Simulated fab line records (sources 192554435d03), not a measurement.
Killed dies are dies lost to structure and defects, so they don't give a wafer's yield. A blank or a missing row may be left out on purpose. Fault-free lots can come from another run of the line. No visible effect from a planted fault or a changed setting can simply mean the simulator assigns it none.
fab line records	flow n5_finfet
[record] lots = 10	wafers = 29	last_day = 18
route steps=1938 shown MOL_CONTACT_COAG@543 BEOL_M4@1111 PASSIVATION@1936
lots untouched by any fault: they come from a run of this same line in which no faults occurred
start_h: start of the lot's first displayed wafer, in hours after the record's first day	wait_h: hours since the lot's step before	" the same as in the row above	L1.1+2: a single row standing in for several wafers	- no value, or no start was given	* or withheld: withheld	< > ~ a bound
route shown NAME@n: a module of which the file shows steps, and the number in the route of the first	usual: average and standard deviation across the fault-free wafers	same: alike in all rows	chamber/n: place in a boat	sites: per-site readings	_std_site: the standard deviation of these	_edge_site: the outer-site mean with the inner-site mean subtracted	radius_mm: for every site, how far away it sits from the centre of the wafer	mask NAME#n: copy n	behind: the tool/chamber that last shaped the wafer	hold: what put the lot on hold/how long, in hours/how the hold closed	device: the transistor (n, p or np) that didn't switch	end of line: at the end of the route, the tests of the same wafers	a step given without rows: its recipe and nothing more	killed: not the wafer's yield, but the dies lost to structure and defects at the first sort	map: a wafer's dies, marking killed ones x, the rest . and places with no die _
set.NAME: the setting that was run; set.NAME@STEP: the one run at that earlier step	model.NAME: the simulator's own value behind a step, which no gauge read
a sample of lots followed through the steps of the route, with each step as a table and each wafer as a row
services: from which hour (start_h, from the record's first day; less than 0 if before it) a tool's chamber was out of use, for how many hours, and why
[[steps]]
[step N5_MOL_CONTACT_COAG_TI_SIL_19]
[recipe] material = Ti	target_thk_a = 42	temp_c = 200	chamber_pressure_pa = 5	power_w = 5000	time_s = 15
[usual] throttle_valve_pct = 29.7/0.92
lot.wafer	tool	chamber	start_h	wait_h	throttle_valve_pct
L749.1	pvd_sputter-01	-	106.32	0.2	30.4
L749.3	"	-	"	"	30.6
L749.6	"	-	"	"	30.7
L748.2	pvd_sputter-03	-	109.09	0.3	30.4
L748.4	"	-	"	"	29.9
L748.6	"	-	"	"	30.6
L750.1	pvd_sputter-03	-	115.09	0.2	30.1
L750.3	"	-	"	"	30.0
L750.6	"	-	"	"	30.4
L751.3	pvd_sputter-02	-	119.25	0.3	28.2
L751.4	"	-	"	"	29.1
L751.5	"	-	"	"	29.2
L753.1	pvd_sputter-03	-	126.88	0.2	29.8
L753.3	"	-	"	"	30.0
L753.6	"	-	"	"	29.8
L755.1	pvd_sputter-01	-	138.07	0.2	30.5
L755.2	"	-	"	"	30.7
L755.4	"	-	"	"	29.4
L759.3	pvd_sputter-01	-	170.28	0.1	31.8
L759.6	"	-	"	"	31.8
L760.1	pvd_sputter-02	-	173.51	0.2	29.9
L760.3	"	-	"	"	29.0
L760.6	"	-	"	"	28.8
L767.1	pvd_sputter-02	-	210.25	0.2	29.8
L767.2	"	-	"	"	28.8
L767.5	"	-	"	"	29.7
L768.2	pvd_sputter-02	-	218.57	1.8	28.3
L768.3	"	-	"	"	29.0
L768.4	"	-	"	"	29.7
[step N5_MOL_CONTACT_COAG_SPUTTER_143]
[recipe] material = Co	target_thk_a = 25	temp_c = 25	chamber_pressure_pa = 0.2
[usual] throttle_valve_pct = 29.9/1
lot.wafer	tool	chamber	start_h	wait_h	throttle_valve_pct
L749.1	pvd_sputter-01	-	109.23	0.0	29.5
L749.3	"	-	"	"	30.6
L749.6	"	-	"	"	31.8
L748.2	pvd_sputter-01	-	110.57	0.0	30.8
L748.4	"	-	"	"	29.2
L748.6	"	-	"	"	30.6
L750.1	pvd_sputter-01	-	117.10	0.0	30.7
L750.3	"	-	"	"	29.5
L750.6	"	-	"	"	29.6
L751.3	pvd_sputter-01	-	121.83	0.0	30.4
L751.4	"	-	"	"	32.0
L751.5	"	-	"	"	30.8
L753.1	pvd_sputter-02	-	127.75	0.0	29.8
L753.3	"	-	"	"	28.8
L753.6	"	-	"	"	28.7
L755.1	pvd_sputter-03	-	139.27	0.0	28.9
L755.2	"	-	"	"	29.8
L755.4	"	-	"	"	30.4
L759.3	pvd_sputter-01	-	171.06	0.0	31.6
L759.6	"	-	"	"	29.2
L760.1	pvd_sputter-03	-	175.94	0.0	29.8
L760.3	"	-	"	"	30.3
L760.6	"	-	"	"	28.6
L767.1	pvd_sputter-01	-	211.84	0.0	31.1
L767.2	"	-	"	"	31.8
L767.5	"	-	"	"	30.8
L768.2	pvd_sputter-01	-	220.26	0.0	30.8
L768.3	"	-	"	"	30.6
L768.4	"	-	"	"	29.3
[step N5_MOL_CONTACT_COAG_SPUTTER_130]
[recipe] material = Co	target_thk_a = 475	temp_c = 25	chamber_pressure_pa = 0.5	power_w = 3000
[usual] throttle_valve_pct = 29.7/0.97
lot.wafer	tool	chamber	start_h	wait_h	throttle_valve_pct
L749.1	pvd_sputter-03	-	112.11	0.0	30.5
L749.3	"	-	"	"	28.6
L749.6	"	-	"	"	29.8
L748.2	pvd_sputter-01	-	112.87	0.0	29.3
L748.4	"	-	"	"	32.0
L748.6	"	-	"	"	30.7
L750.1	pvd_sputter-02	-	119.49	0.0	28.1
L750.3	"	-	"	"	28.8
L750.6	"	-	"	"	28.9
L751.3	pvd_sputter-03	-	124.39	0.0	30.2
L751.4	"	-	"	"	30.5
L751.5	"	-	"	"	30.1
L753.1	pvd_sputter-03	-	130.42	0.0	30.0
L753.3	"	-	"	"	30.4
L753.6	"	-	"	"	30.4
L755.1	pvd_sputter-02	-	142.49	0.0	28.2
L755.2	"	-	"	"	28.9
L755.4	"	-	"	"	29.1
L759.3	pvd_sputter-03	-	173.11	0.0	28.9
L759.6	"	-	"	"	28.6
L760.1	pvd_sputter-02	-	180.17	0.0	28.9
L760.3	"	-	"	"	28.3
L760.6	"	-	"	"	27.9
L767.1	pvd_sputter-02	-	215.45	0.0	29.1
L767.2	"	-	"	"	29.0
L767.5	"	-	"	"	28.1
L768.2	pvd_sputter-02	-	223.33	0.0	29.9
L768.3	"	-	"	"	28.2
L768.4	"	-	"	"	29.1
[step N5_MOL_CONTACT_COAG_CMP_23]
[recipe] stop_on = SiO2	t_overpolish_s = 1.5	post_cmp_clean = cu_alkaline	down_force_psi = 2	platen_rpm = 50.289	pad_velocity_m_s = 1.0006	target_thk_nm = 0
[usual] motor_current_A = 8.2/0.63	time_to_endpoint_s = 8.3/2.4
lot.wafer	tool	chamber	start_h	wait_h	motor_current_A	time_to_endpoint_s
L749.3	cmp-02	1	112.29	0.0	7.6	8.2
L749.1	"	3	"	"	7.9	8.7
L749.6	"	1	"	"	7.4	9.3
L748.4	cmp-04	1	113.06	0.0	9.0	10.9
L748.2	"	3	"	"	7.7	10.1
L748.6	"	1	"	"	8.4	12.4
L750.1	cmp-04	2	119.76	0.1	9.5	9.8
L750.3	"	3	"	"	7.9	12.5
L750.6	"	2	"	"	9.3	9.4
L751.3	cmp-01	3	124.58	0.0	8.6	6.9
L751.4	"	0	"	"	8.0	5.9
L751.5	"	0	"	"	8.7	7.2
L753.3	cmp-01	0	130.64	0.1	8.8	8.9
L753.1	"	1	"	"	7.8	6.3
L753.6	"	3	"	"	8.8	8.6
L755.2	cmp-01	3	142.67	0.0	8.8	7.5
L755.4	"	0	"	"	8.5	6.1
L755.1	"	1	"	"	7.7	6.6
L759.3	cmp-04	1	173.41	0.1	8.2	17.3
L759.6	"	3	"	"	7.7	8.5
L760.3	cmp-02	0	180.42	0.1	8.8	6.7
L760.1	"	1	"	"	7.8	5.5
L760.6	"	2	"	"	8.3	3.9
L767.1	cmp-01	1	215.82	0.2	7.7	14.1
L767.2	"	2	"	"	7.1	11.1
L767.5	"	3	"	"	8.7	11.2
L768.3	cmp-04	0	223.51	0.0	9.2	6.3
L768.2	"	1	"	"	8.4	12.2
L768.4	"	2	"	"	9.1	9.3
[step N5_MOL_CONTACT_COAG_ALD_27]
[recipe] material = SiOC	target_thk_a = 170	temp_c = 400	ald_precursor_family = carbosiloxane	ald_co_reactant = H2-plasma	pulse_time_s = 1.5	time_s = 2720	purge_time_s = 2	co_reactant_purge_time_s = 2	ald_cycles = 340	pressure_torr = 2
[usual] chamber_pressure_Torr = 2.000/0.0042	heater_power_outer_w = 527/61	heater_power_w = 837/70	precursor_pulse_height_rel = 1.002/0.018
lot.wafer	tool	chamber	start_h	wait_h	chamber_pressure_Torr	heater_power_outer_w	heater_power_w	precursor_pulse_height_rel	since_wet_clean_h
L749.1	ald_sin-03	0	113.11	0.0	1.995	501	825	1.012	12
L749.3	"	1	"	"	1.999	467	804	1.026	12
L749.6	"	1	"	"	1.998	486	812	0.964	-
L748.2	ald_sin-02	0	114.53	0.7	1.998	600	944	1.026	213
L748.4	"	2	"	"	1.991	572	870	0.970	-
L748.6	"	0	"	"	2.005	587	935	1.008	-
L750.1	ald_sin-03	1	120.58	0.0	2.000	471	791	0.979	20
L750.3	"	2	"	"	1.996	397	709	0.998	20
L750.6	"	3	"	"	1.999	543	829	0.999	-
L751.3	ald_sin-02	1	125.41	0.0	1.997	523	810	0.994	224
L751.4	"	3	"	"	1.993	521	919	0.997	224
L751.5	"	2	"	"	1.994	572	851	0.970	-
L753.1	ald_sin-01	3	131.42	0.0	2.012	529	779	0.947	321
L753.3	"	0	"	"	2.007	547	841	1.025	321
L753.6	"	3	"	"	2.003	521	789	1.001	-
L755.1	ald_sin-01	1	143.49	0.0	1.999	615	944	1.007	333
L755.2	"	2	"	"	2.004	420	723	1.025	333
L755.4	"	0	"	"	2.004	542	860	0.985	333
L759.3	ald_sin-02	3	174.16	0.0	1.997	533	885	0.990	272
L759.6	"	1	"	"	1.994	540	843	0.963	-
L760.1	ald_sin-02	1	181.17	0.0	1.999	544	834	1.001	279
L760.3	"	2	"	"	1.999	574	869	1.014	279
L760.6	"	1	"	"	1.999	526	832	0.995	-
L767.1	ald_sin-01	0	216.61	0.0	2.000	506	805	1.027	25
L767.2	"	1	"	"	1.996	596	866	0.986	25
L767.5	"	3	"	"	2.005	516	786	1.013	-
L768.2	ald_sin-01	2	224.33	0.0	2.004	391	726	1.025	33
L768.3	"	3	"	"	1.989	508	768	1.022	33
L768.4	"	0	"	"	2.006	515	780	0.994	33
[step N5_BEOL_M4_RC_MEAS_101]
[usual] DIBL_N = 37.1/1.8	DIBL_P = 37.2/2.1	IOFF_N = 0.17/0.033	IOFF_P = 0.22/0.037	ION_N = 680/11	ION_P = 464/7.7	SS_N = 71.7/0.63	SS_P = 73.6/0.67	VT_N = 248.9/2.9	VT_P = -251/3.6
lot.wafer	tool	chamber	start_h	wait_h	DIBL_N[mV/V]	DIBL_P[mV/V]	IOFF_N[nA/um]	IOFF_P[nA/um]	ION_N[uA/um]	ION_P[uA/um]	SS_N[mV/dec]	SS_P[mV/dec]	VT_N[mV]	VT_P[mV]
L749.1	prober-01	0	187.64	0.0	37.7	39.0	0.21	0.24	684	467	72.2	74.0	244.9	-249
L749.3	"	0	"	"	32.4	32.8	0.11	0.15	666	458	70.6	72.1	253.1	-256
L749.6	"	0	"	"	36.1	37.3	0.18	0.21	682	465	71.9	73.8	246.9	-250
L750.1	prober-02	0	190.94	0.0	38.7	40.6	0.22	0.26	701	473	72.0	74.6	242.9	-248
L750.3	"	0	"	"	35.8	36.7	0.14	0.18	676	455	71.4	73.2	251.4	-256
L750.6	"	0	"	"	34.1	33.8	0.12	0.15	667	454	71.0	72.5	251.3	-256
L748.2	prober-02	0	193.68	0.2	37.2	37.9	0.19	0.27	674	466	71.7	73.9	244.5	-245
L748.4	"	0	"	"	34.4	34.7	0.15	0.20	675	464	72.2	72.8	250.0	-248
L748.6	"	0	"	"	36.1	36.9	0.16	0.24	679	473	72.1	74.3	250.0	-245
L751.3	prober-02	0	202.24	0.3	36.0	36.5	0.17	0.24	691	468	71.0	73.2	248.1	-247
L751.4	"	0	"	"	37.9	39.2	0.21	0.29	684	471	71.7	74.4	245.2	-246
L751.5	"	0	"	"	35.0	35.4	0.15	0.21	684	469	70.8	73.2	249.1	-249
L753.1	prober-02	0	211.27	0.0	36.6	35.3	0.14	0.16	663	449	72.0	72.9	253.8	-254
L753.3	"	0	"	"	37.9	38.5	0.18	0.22	684	464	72.4	74.1	248.7	-253
L753.6	"	0	"	"	38.8	38.1	0.19	0.21	681	463	71.7	74.2	249.6	-253
L755.1	prober-01	0	219.82	0.0	37.7	37.9	0.15	0.19	665	458	71.3	74.0	251.8	-255
L755.2	"	0	"	"	37.6	37.6	0.16	0.18	673	454	71.9	72.9	252.4	-257
L755.4	"	0	"	"	34.5	35.4	0.11	0.15	655	452	70.6	73.1	255.9	-258
L759.3	prober-02	0	259.38	0.3	37.0	38.1	0.16	0.19	679	458	71.3	74.2	249.1	-253
L759.6	"	0	"	"	38.2	39.8	0.20	0.23	686	465	72.0	74.5	248.2	-250
L760.1	prober-02	0	283.62	0.0	38.4	37.8	0.18	0.22	676	461	70.8	73.7	247.8	-251
L760.3	"	0	"	"	40.1	40.3	0.21	0.27	688	474	71.5	74.3	247.0	-247
L760.6	"	0	"	"	35.5	35.3	0.12	0.19	671	467	70.7	73.8	252.9	-252
L767.1	prober-02	0	313.82	0.0	35.7	35.8	0.15	0.21	669	465	71.6	73.1	250.2	-251
L767.2	"	0	"	"	35.8	34.0	0.15	0.19	673	461	72.0	72.5	251.8	-252
L767.5	"	0	"	"	37.6	37.0	0.17	0.22	674	468	72.0	73.2	251.1	-249
L768.2	prober-01	0	318.01	0.2	38.4	37.9	0.20	0.24	695	469	72.2	74.3	243.4	-249
L768.3	"	0	"	"	37.4	36.2	0.18	0.22	678	461	72.0	73.4	247.8	-251
L768.4	"	0	"	"	37.3	35.7	0.17	0.21	666	461	71.5	73.1	249.1	-252
[step N5_PASSIVATION_PROBE_49]
[usual] defect_limited_yield = 91.7/1.5	killed_at_M0_to_M3 = 32/10	killed_at_M4_up = 14/5.3	killed_at_contacts = 13/5.7	killed_at_front_end = 37/10	killed_at_other = 3.3/2.5	killed_dies = 98/18	killed_open = 65/13	killed_short = 31/7.5	sort_bin_5_function = 4.9/0.91	sort_bin_6_memory = 3.1/0.71	sort_n_pass = 1082/18	sort_yield_pct = 91.7/1.5
[same] gross_dies = 1180	killed_at_back_side = 0	sort_bin_4_leakage[%] = 0	sort_bin_8_speed[%] = 0
lot.wafer	tool	chamber	start_h	wait_h	defect_limited_yield[%]	killed_at_M0_to_M3	killed_at_M4_up	killed_at_contacts	killed_at_front_end	killed_at_other	killed_dies	killed_open	killed_short	sort_bin_5_function[%]	sort_bin_6_memory[%]	sort_n_pass	sort_yield_pct[%]
L749.1	prober-02	-	289.12	0.0	91.4	40	14	6	39	3	102	67	33	4.7	3.6	1078	91.4
L749.3	prober-02	-	289.22	0.1	91.8	24	8	24	39	2	97	65	29	5.3	2.8	1083	91.8
L749.6	prober-02	-	289.37	0.3	92.4	31	13	14	31	1	90	72	18	5.1	2.3	1090	92.4
L748.2	prober-02	-	301.95	0.1	94.3	15	19	6	25	2	67	44	22	3.2	2.4	1113	94.3
L748.4	prober-02	-	302.05	0.2	92.2	17	14	4	46	11	92	68	23	4.7	3.0	1088	92.2
L748.6	prober-02	-	302.15	0.3	92.5	21	14	12	38	4	89	59	30	4.5	2.9	1091	92.5
L767.1	prober-02	-	428.77	0.1	94.3	20	8	3	33	3	67	41	20	2.9	2.2	1113	94.3
L767.2	prober-02	-	428.82	0.2	92.8	37	12	8	26	2	85	55	29	4.7	2.1	1095	92.8
L767.5	prober-02	-	428.97	0.3	93.9	18	9	8	33	4	72	43	28	3.2	2.5	1108	93.9
// killed by level:class
L749.1 STI_FIN_REVEAL:geometric_particle:open=12 FIN_SAQP:geometric_particle:short=7 BEOL_M3:geometric_particle:open=7 MOL_CONTACT_COAG:geometric_particle:open=6 BEOL_M0_SAQP:geometric_particle:open=6 BEOL_M2:geometric_particle:open=6 BEOL_M0_SAQP:geometric_particle:short=5 BEOL_M0:geometric_particle:open=5
L749.3 MOL_CONTACT_COAG:geometric_particle:open=20 STI_FIN_REVEAL:geometric_particle:open=11 FIN_SAQP:geometric_particle:short=6 DUMMY_GATE:geometric_particle:open=5 BEOL_M0_SAQP:geometric_particle:short=5 BEOL_M1:geometric_particle:open=5 BEOL_M2:geometric_particle:open=5 FIN_SAQP:geometric_particle:open=4
L749.6 BEOL_M2:geometric_particle:open=12 STI_FIN_REVEAL:geometric_particle:open=11 MOL_CONTACT_COAG:geometric_particle:open=10 DUMMY_GATE:geometric_particle:open=8 BEOL_M0_SAQP:geometric_particle:open=7 BEOL_M0_SAQP:geometric_particle:short=5 FIN_SAQP:geometric_particle:short=4 MOL_CONTACT_COAG:geometric_particle:short=4
L748.2 BEOL_M5:geometric_particle:open=9 STI_FIN_REVEAL:geometric_particle:open=8 GATE_CUT:geometric_particle:short=6 BEOL_M0_SAQP:geometric_particle:short=6 GATE_CUT:geometric_particle:open=5 MOL_CONTACT_COAG:geometric_particle:open=4 BEOL_M3:geometric_particle:open=4 DUMMY_GATE:geometric_particle:open=3
L748.4 STI_FIN_REVEAL:geometric_particle:open=20 DUMMY_GATE:geometric_particle:open=5 BEOL_M4:geometric_particle:open=5 MIM_TOP:geometric_particle:open=4 MOL_CONTACT_COAG:geometric_particle:open=4 BEOL_M0_SAQP:geometric_particle:short=4 BEOL_M3:geometric_particle:open=4 MIM_TOP:geometric_particle:short=4
L748.6 MOL_CONTACT_COAG:geometric_particle:open=12 GATE_CUT:geometric_particle:short=9 BEOL_M0_SAQP:geometric_particle:short=8 STI_FIN_REVEAL:geometric_particle:open=6 BEOL_M4:geometric_particle:open=6 STARTING-WAFER:geometric_particle:open=6 FIN_SAQP:geometric_particle:short=5 FIN_SAQP:geometric_particle:open=4
L767.1 BEOL_M2:geometric_particle:open=6 FIN_SAQP:geometric_particle:short=4 GATE_CUT:geometric_particle:short=4 BEOL_M3:geometric_particle:open=4 STARTING-WAFER:geometric_particle:open=4 STI_FIN_REVEAL:geometric_particle:open=3 BEOL_M0:geometric_particle:open=3 STARTING-WAFER:geometric_particle:short=3
L767.2 BEOL_M2:geometric_particle:open=10 MOL_CONTACT_COAG:geometric_particle:open=7 BEOL_M1:geometric_particle:open=7 GATE_CUT:geometric_particle:open=6 BEOL_M2:geometric_particle:short=6 GATE_CUT:geometric_particle:short=5 BEOL_M3:geometric_particle:open=5 BEOL_M0_SAQP:geometric_particle:short=4
L767.5 FIN_SAQP:geometric_particle:open=9 FIN_SAQP:geometric_particle:short=9 BEOL_M2:geometric_particle:open=8 MOL_CONTACT_COAG:geometric_particle:open=7 BEOL_M0_SAQP:geometric_particle:short=5 GATE_CUT:geometric_particle:short=4 DUMMY_GATE:geometric_particle:open=2 GATE_CUT:geometric_particle:open=2
[[services]]
tool	chamber	start_h	hours	kind
cmp-01	-	83.57	2.8	repair
ald_sin-03	-	87.38	14.0	pm
pvd_sputter-03	-	93.63	3.5	repair
cmp-04	-	104.34	7.8	pm
ald_sin-02	1	106.60	13.3	repair
cmp-02	-	119.48	4.0	pm
pvd_sputter-02	-	134.88	1.1	repair
cmp-01	-	148.29	4.8	pm
cmp-01	-	172.77	16.3	pm
ald_sin-01	-	178.19	14.0	pm
ald_sin-01	0	178.19	14.0	vent_cycle
ald_sin-01	1	178.19	14.0	vent_cycle
ald_sin-01	2	178.19	14.0	vent_cycle
ald_sin-01	3	178.19	14.0	vent_cycle
ald_sin-01	0	192.19	-	clean
ald_sin-01	1	192.19	-	clean
ald_sin-01	2	192.19	-	clean
ald_sin-01	3	192.19	-	clean
ald_sin-03	-	202.41	6.0	pm
cmp-02	-	211.56	3.1	pm
cmp-04	-	212.74	4.0	pm
ald_sin-03	-	213.12	1.4	repair
cmp-01	-	223.51	9.1	repair
ald_sin-02	-	223.80	15.6	pm
[[key]]
[first_sign] step = N5_MOL_CONTACT_COAG_CMP_23	reading = time_to_endpoint_s	direction = up	sigmas = 3.7	usual = *	struck = *
effect none on later readings
met_at N5_MOL_CONTACT_COAG_SPUTTER_130
struck_lots L759
struck_wafers L759.3
not_acting_at N5_MOL_CONTACT_COAG_TI_SIL_19,N5_MOL_CONTACT_COAG_SPUTTER_143,N5_MOL_CONTACT_COAG_ALD_27
onset_between 130.42 173.11
[fault] kind = process_parameter_drift	tool = pvd_sputter-03	chamber = -	onset_h = 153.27	steps = N5_MOL_CONTACT_COAG_SPUTTER_130	channel = target_thk_a	offset = *	shape = step	end_h = 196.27	scope = struck_wafers_only	acts_in = *	stated = *
